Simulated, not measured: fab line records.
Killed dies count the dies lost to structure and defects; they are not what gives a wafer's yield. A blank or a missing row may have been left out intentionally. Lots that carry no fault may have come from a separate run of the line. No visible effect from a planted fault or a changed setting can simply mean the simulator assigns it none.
Which tool did it? || flow nand harc || Sampling: 12 lots, 35 wafers, 5 of 1159 route steps

WHAT EACH GAUGE READ, for each wafer
NHARC_A_BONDPAD_CD_MEAS_09 targets a cd of 500 nm.
{"lot": "L642", "measured": "day 17 16:50", "on": "cd sem-02", "cd nm (nm)": "505.3 504.8 501.4"}
{"lot": "L644", "measured": "day 18 04:04", "on": "cd sem-02", "cd nm (nm)": "499.1 503.0 500.1"}
{"lot": "L643", "measured": "day 18 03:11", "on": "cd sem-03", "cd nm (nm)": "498.9 503.1 501.0"}
{"lot": "L647", "measured": "day 18 11:11", "on": "cd sem-03", "cd nm (nm)": "503.4 501.6 501.7"}
{"lot": "L645", "measured": "day 18 13:12", "on": "cd sem-03", "cd nm (nm)": "502.3 501.6 498.9"}
{"lot": "L646", "measured": "day 19 06:09", "on": "cd sem-03", "cd nm (nm)": "496.5 503.3 498.2"}
{"lot": "L648", "measured": "day 19 14:04", "on": "cd sem-01", "cd nm (nm)": "502.6 504.2 503.1"}
{"lot": "L650", "measured": "day 19 10:43", "on": "cd sem-01", "cd nm (nm)": "499.0 499.0 497.4"}
{"lot": "L652", "measured": "day 20 02:58", "on": "cd sem-03", "cd nm (nm)": "499.4 499.1 499.4"}
{"lot": "L649", "measured": "day 20 02:14", "on": "cd sem-03", "cd nm (nm)": "498.0 499.5 503.2"}
{"lot": "L658", "measured": "day 22 06:32", "on": "cd sem-02", "cd nm (nm)": 502.8}
{"lot": "L665", "measured": "day 23 17:00", "on": "cd sem-02", "cd nm (nm)": "503.3 504.5 504.6"}

NHARC_THIN_TSV_CD_MEAS_33 targets a cd of 5000 nm.
{"lot": "L642", "measured": "day 18 14:42", "on": "cd sem-03", "cd nm (nm)": "5001.1 4998.9 4997.4"}
{"lot": "L644", "measured": "day 19 05:15", "on": "cd sem-02", "cd nm (nm)": "5002.6 5002.9 5006.8"}
{"lot": "L643", "measured": "day 19 06:31", "on": "cd sem-03", "cd nm (nm)": "5001.2 5002.4 5004.2"}
{"lot": "L647", "measured": "day 19 07:45", "on": "cd sem-02", "cd nm (nm)": "5000.2 4998.4 4998.3"}
{"lot": "L645", "measured": "day 19 14:03", "on": "cd sem-02", "cd nm (nm)": "5004.3 5000.1 5000.3"}
{"lot": "L646", "measured": "day 20 06:16", "on": "cd sem-01", "cd nm (nm)": "5005.1 5001.2 5001.2"}
{"lot": "L648", "measured": "day 20 13:45", "on": "cd sem-03", "cd nm (nm)": "5001.6 5003.2 5004.4"}
{"lot": "L650", "measured": "day 20 06:55", "on": "cd sem-01", "cd nm (nm)": "4995.3 4997.0 4995.8"}
{"lot": "L652", "measured": "day 21 01:20", "on": "cd sem-01", "cd nm (nm)": "5000.3 5001.2 5000.7"}
{"lot": "L649", "measured": "day 21 02:29", "on": "cd sem-03", "cd nm (nm)": "5008.4 4999.8 5001.8"}
{"lot": "L658", "measured": "day 23 04:29", "on": "cd sem-02", "cd nm (nm)": 5000.3}
{"lot": "L665", "measured": "day 24 13:39", "on": "cd sem-01", "cd nm (nm)": "5000.7 5001.4 4995.3"}

NHARC_END_SORT_01.
{"lot": "L658", "measured": "day 23 19:43", "on": "prober-01", "killed at array": "29 675", "killed at other": "1 1", "killed at periphery": "3 1", "killed dies": "33 677", "killed open": "6 1", "killed short": "0 0"}

WHICH TOOL RAN EACH LOT (tool, then ch and the chambers of the sampled wafers, then the start)
{"lot": "L642", "NHARC_A_SGD_CUT_DEP_00": "pecvd-03 ch 0,1,2, day 13 03:29", "NHARC_THIN_TSV_ETCH_59": "rie metal-03 ch 0,1, day 18 14:59"}
{"lot": "L644", "NHARC_A_SGD_CUT_DEP_00": "pecvd-04 ch 1,2, day 14 06:19", "NHARC_THIN_TSV_ETCH_59": "rie metal-03 ch 0,1, day 19 05:32"}
{"lot": "L643", "NHARC_A_SGD_CUT_DEP_00": "pecvd-04 ch 1,2, day 14 06:40", "NHARC_THIN_TSV_ETCH_59": "rie metal-02 ch 0, day 19 06:50"}
{"lot": "L647", "NHARC_A_SGD_CUT_DEP_00": "pecvd-04 ch 0,1,2, day 14 15:09", "NHARC_THIN_TSV_ETCH_59": "rie metal-01 ch 0,1, day 19 08:05"}
{"lot": "L645", "NHARC_A_SGD_CUT_DEP_00": "pecvd-04 ch 1,2, day 14 15:21", "NHARC_THIN_TSV_ETCH_59": "rie metal-01 ch 0,1, day 19 14:20"}
{"lot": "L646", "NHARC_A_SGD_CUT_DEP_00": "pecvd-03 ch 0,1,2, day 14 21:52", "NHARC_THIN_TSV_ETCH_59": "rie metal-03 ch 0,1, day 20 06:34"}
{"lot": "L648", "NHARC_A_SGD_CUT_DEP_00": "pecvd-01 ch 1,2, day 15 09:40", "NHARC_THIN_TSV_ETCH_59": "rie metal-02 ch 0,1, day 20 14:02"}
{"lot": "L650", "NHARC_A_SGD_CUT_DEP_00": "pecvd-03 ch 0,1,2, day 15 09:58", "NHARC_THIN_TSV_ETCH_59": "rie metal-02 ch 0,1, day 20 07:16"}
{"lot": "L652", "NHARC_A_SGD_CUT_DEP_00": "pecvd-01 ch 0,1,2, day 16 02:35", "NHARC_THIN_TSV_ETCH_59": "rie metal-01 ch 0,1, day 21 01:37"}
{"lot": "L649", "NHARC_A_SGD_CUT_DEP_00": "pecvd-01 ch 0,2, day 16 02:53", "NHARC_THIN_TSV_ETCH_59": "rie metal-03 ch 0,1, day 21 02:49"}
{"lot": "L658", "NHARC_A_SGD_CUT_DEP_00": "pecvd-01 ch 1, day 17 21:49", "NHARC_THIN_TSV_ETCH_59": "rie metal-03 ch 0, day 23 04:49"}
{"lot": "L665", "NHARC_A_SGD_CUT_DEP_00": "pecvd-04 ch 0,2, day 19 11:50", "NHARC_THIN_TSV_ETCH_59": "rie metal-03 ch 0,1, day 24 14:01"}
- NHARC_A_SGD_CUT_DEP_00: deposits SiNx, target thk 50 nm.
- NHARC_THIN_TSV_ETCH_59: etches the open film in Cl2/BCl3, target depth 880 nm, time 138.1 s.

WHAT THE TOOLS THEMSELVES READ (means of the sampled wafers that have a number; where no wafer has one, the mark that the record gives instead)
NHARC_A_SGD_CUT_DEP_00.
{"lot": "L642", "tool": "pecvd-03", "heater power w (W)": 666}
{"lot": "L644", "tool": "pecvd-04", "heater power w (W)": 692}
{"lot": "L643", "tool": "pecvd-04", "heater power w (W)": 816}
{"lot": "L647", "tool": "pecvd-04", "heater power w (W)": 757}
{"lot": "L645", "tool": "pecvd-04", "heater power w (W)": 748}
{"lot": "L646", "tool": "pecvd-03", "heater power w (W)": 654}
{"lot": "L648", "tool": "pecvd-01", "heater power w (W)": 591}
{"lot": "L650", "tool": "pecvd-03", "heater power w (W)": 637}
{"lot": "L652", "tool": "pecvd-01", "heater power w (W)": 615}
{"lot": "L649", "tool": "pecvd-01", "heater power w (W)": 574}
{"lot": "L658", "tool": "pecvd-01", "heater power w (W)": 659}
{"lot": "L665", "tool": "pecvd-04", "heater power w (W)": 677}

NHARC_THIN_TSV_ETCH_59.
{"lot": "L642", "tool": "rie metal-03", "drypump motor current A (A)": 5.6, "oes product au (a.u.)": 0.977, "throttle valve pct (%)": 22.265}
{"lot": "L644", "tool": "rie metal-03", "drypump motor current A (A)": 5.6, "oes product au (a.u.)": 0.994, "throttle valve pct (%)": 22.264}
{"lot": "L643", "tool": "rie metal-02", "drypump motor current A (A)": 5.1, "oes product au (a.u.)": 1.009, "throttle valve pct (%)": 22.264}
{"lot": "L647", "tool": "rie metal-01", "drypump motor current A (A)": 5.5, "oes product au (a.u.)": 0.995, "throttle valve pct (%)": 22.261}
{"lot": "L645", "tool": "rie metal-01", "drypump motor current A (A)": 5.6, "oes product au (a.u.)": 0.993, "throttle valve pct (%)": 22.258}
{"lot": "L646", "tool": "rie metal-03", "drypump motor current A (A)": 5.6, "oes product au (a.u.)": 0.994, "throttle valve pct (%)": 22.258}
{"lot": "L648", "tool": "rie metal-02", "drypump motor current A (A)": 5.2, "oes product au (a.u.)": 1.029, "throttle valve pct (%)": 22.264}
{"lot": "L650", "tool": "rie metal-02", "drypump motor current A (A)": 5.2, "oes product au (a.u.)": 1.013, "throttle valve pct (%)": 22.251}
{"lot": "L652", "tool": "rie metal-01", "drypump motor current A (A)": 5.3, "oes product au (a.u.)": 0.999, "throttle valve pct (%)": 22.272}
{"lot": "L649", "tool": "rie metal-03", "drypump motor current A (A)": 5.1, "oes product au (a.u.)": 0.994, "throttle valve pct (%)": 22.269}
{"lot": "L658", "tool": "rie metal-03", "drypump motor current A (A)": 4.7, "oes product au (a.u.)": 0.988, "throttle valve pct (%)": 22.260}
{"lot": "L665", "tool": "rie metal-03", "drypump motor current A (A)": 5.1, "oes product au (a.u.)": 0.979, "throttle valve pct (%)": 22.261}

THE ANSWER, worked out from the rows above alone
Rule: the usual values come from the lots themselves. Put in order of their means at a reading, lots are off if they are a third of the lots or fewer, leave a main group of 4 or more, and stand apart from it by a gap of 3 or more times the standard deviation of the main group's means; of several such gaps the widest counts. Not used: any main group whose means are identical at the precision the tables above print for the reading. Also off: a lot with no number at a reading for which 4 or more lots have one. The other lots that the step has rows for count as sound. The gauges are gone through in route order, then the tools' own readings, and for those a lot's mean is taken as printed above. The first step at which some lot is off is used, and at that step the reading that is off furthest; a lot without a number counts as furthest.
No lot is off at any reading shown: from this, nothing can be told.

WHAT HAD BEEN PUT IN BY THE SIMULATOR
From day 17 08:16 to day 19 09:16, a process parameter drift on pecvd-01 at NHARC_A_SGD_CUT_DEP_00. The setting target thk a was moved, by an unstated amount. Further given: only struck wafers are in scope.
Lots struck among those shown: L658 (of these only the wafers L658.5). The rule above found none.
